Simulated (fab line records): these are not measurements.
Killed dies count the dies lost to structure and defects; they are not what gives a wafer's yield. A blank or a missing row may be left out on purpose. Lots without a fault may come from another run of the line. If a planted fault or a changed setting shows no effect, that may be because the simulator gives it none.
Chamber matching | flow nandHarc | rieDiel-13 running NHARC_A_CHANNEL_FILL_D1_ETCHBACK_20: 4 sister chambers
The step etches the open film in C4F8/O2/Ar, target depth 27 nm, time 13.5 s. 8 wafers are shown with their chamber, then 7 later ones without.

## WAFERS WITH THEIR CHAMBER
wafer  | chamber | rfVppV (V) | oesProductAu (a.u.)
L849.6 | 3       | 979        | 1.01
L851.3 | 0       | 971        | 0.91
L851.4 | 3       | 981        | 0.93
L853.1 | 2       | 975        | 0.97
L853.2 | 1       | 973        | 1.00
L853.5 | 2       | 974        | 0.97
L862.1 | 1       | 972        | 1.00
L862.2 | 0       | 971        | 1.01

## WAFERS WHOSE CHAMBER IS MISSING
wafer  | rfVppV (V) | oesProductAu (a.u.)
L862.4 | 979        | 1.00
L863.2 | 980        | 0.99
L863.3 | 974        | 0.99
L863.4 | 972        | 1.01
L864.1 | 976        | 0.99
L864.3 | 968        | 1.00
L864.6 | 969        | 1.00

## THE CHAMBER EACH PASSED THROUGH
wafer  | from the rows above     | in truth
L862.4 | 3                       | 3
L863.2 | 3                       | 3
L863.3 | can't be placed: 2 or 1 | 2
L863.4 | can't be placed: 1 or 0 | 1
L864.1 | 2                       | 2
L864.3 | can't be placed: 0 or 1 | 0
L864.6 | can't be placed: 0 or 1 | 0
Correct placement for 3 of the 7. Not placeable from these rows: 4 (in 4, the candidates include the true chamber). Number placed wrongly: 0.
How it was worked out, from the rows above alone: a wafer's distance from a chamber is the root of the sum, over the readings, of the square of ((its reading less the chamber's mean) divided by the reading's scatter). If the next closest chamber is less than 2 further off than the closest, the wafer can't be placed; otherwise it belongs to the closest. A chamber's mean is the mean of its shown wafers. The scatter: take each reading less its chamber's mean, square it, sum over the shown wafers, divide by the number of wafers less the number of chambers, and take the root.
